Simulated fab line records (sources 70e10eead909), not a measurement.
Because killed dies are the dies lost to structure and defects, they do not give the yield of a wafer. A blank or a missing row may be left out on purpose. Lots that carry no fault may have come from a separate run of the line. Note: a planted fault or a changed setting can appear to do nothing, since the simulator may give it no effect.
A struck lot beside a sound one    flow nandHarc    14 steps out of a route of 1159
Sound: the wafers L385.3, L385.4, L385.6. Struck: wafers L394.4, L394.5. At the end, the cause is stated.
At each step with rows: each side's tool, then ch and its chambers, then its first start. Under that, the readings that differ: sound wafers    struck wafers    difference of the means    sigmas: that difference in standard deviations of wafers without a fault.
alike: readings with means less than 2 such deviations apart, plus words and numbers identical on both sides. not compared: withheld readings, readings lacking a value on some wafer, bounds such as >300 that could conceal the same value, and numbers that have no deviation in the record and whose values overlap.
The two part at a step that has a row with sigmas, a row that says differs or no value, or rows on one side only. When numbers do not overlap yet have no deviation, they are printed without sigmas and do not part them. Lack of a reading on every wafer of one side parts them only where that side has two or more wafers.

first, 1 step without rows for these wafers: NHARC_A_ONON_D1_DEP_12 (target thk 1000 nm).
NHARC_A_ONON_D1_THK_MEAS_14: measures by ellipsometry.
  sound on filmMetro-01, day 8 00:17; struck on filmMetro-02, day 10 01:51
reading     sound        struck     difference  sigmas
thkNm (nm)  989 988 988  1014 1013  +25         +3
then, 2 steps without rows for these wafers: NHARC_A_ONON_D1_ANNEAL_15 (time 3600 s); NHARC_A_ONON_D1_DEP_16 (target thk 1000 nm).
NHARC_A_ONON_D1_THK_MEAS_18: measures by ellipsometry.
  sound on filmMetro-01, day 8 07:27; struck on filmMetro-02, day 10 08:58
  alike: thkNm
next comes 1 step that has no rows for these wafers: NHARC_A_ONON_D1_DEP_19 (target thickness 1000 nm).
NHARC_A_ONON_D1_THK_MEAS_21: measures by ellipsometry.
  sound on filmMetro-02, day 8 08:01; struck on filmMetro-02, day 10 09:32
  alike: thkNm
next comes 1 step that has no rows for these wafers: NHARC_A_ONON_D1_DEP_22 (target thickness 1000 nm).
NHARC_A_ONON_D1_THK_MEAS_24: measures by ellipsometry.
  sound on filmMetro-02, day 8 08:35; struck on filmMetro-02, day 10 10:06
  alike: thkNm
next comes 1 step that has no rows for these wafers: NHARC_A_ONON_D1_DEP_25 (target thickness 1000 nm).
NHARC_A_ONON_D1_THK_MEAS_27: measures by ellipsometry.
  sound on filmMetro-02, day 8 09:09; struck on filmMetro-01, day 10 10:40
  alike: thkNm
NHARC_A_ONON_D1_DEP_28: target thk 1000 nm.
  sound on pecvdOnon-02 ch 0, day 8 09:19; struck on pecvdOnon-02 ch 0, day 10 10:54
NHARC_A_ONON_D1_THK_MEAS_30: measures by ellipsometry.
  sound on filmMetro-02, day 8 09:43; struck on filmMetro-02, day 10 11:25
reading     sound         struck     difference  sigmas
thkNm (nm)  998 998 1001  1312 1316  +315        +32
  not compared: hold
NHARC_A_ONON_D1_DEP_33: deposits SiO2, target thk 200 nm.
  sound on pecvd-01 ch 0,2, day 8 09:49; struck on pecvd-01 ch 0,2, day 11 10:23
reading  sound  struck                                             difference                    sigmas
hold     - - -  awaitDispo/10.4h/release awaitDispo/10.4h/release  no value on the sound wafers  
  alike: heaterPowerOuterW, heaterPowerW, rfFwdPowerW, throttleValvePct

WHERE THEY PART
Last at NHARC_A_ONON_D1_DEP_33 as far as this record goes, first at NHARC_A_ONON_D1_THK_MEAS_14.

WHY: what had been put in by the simulator
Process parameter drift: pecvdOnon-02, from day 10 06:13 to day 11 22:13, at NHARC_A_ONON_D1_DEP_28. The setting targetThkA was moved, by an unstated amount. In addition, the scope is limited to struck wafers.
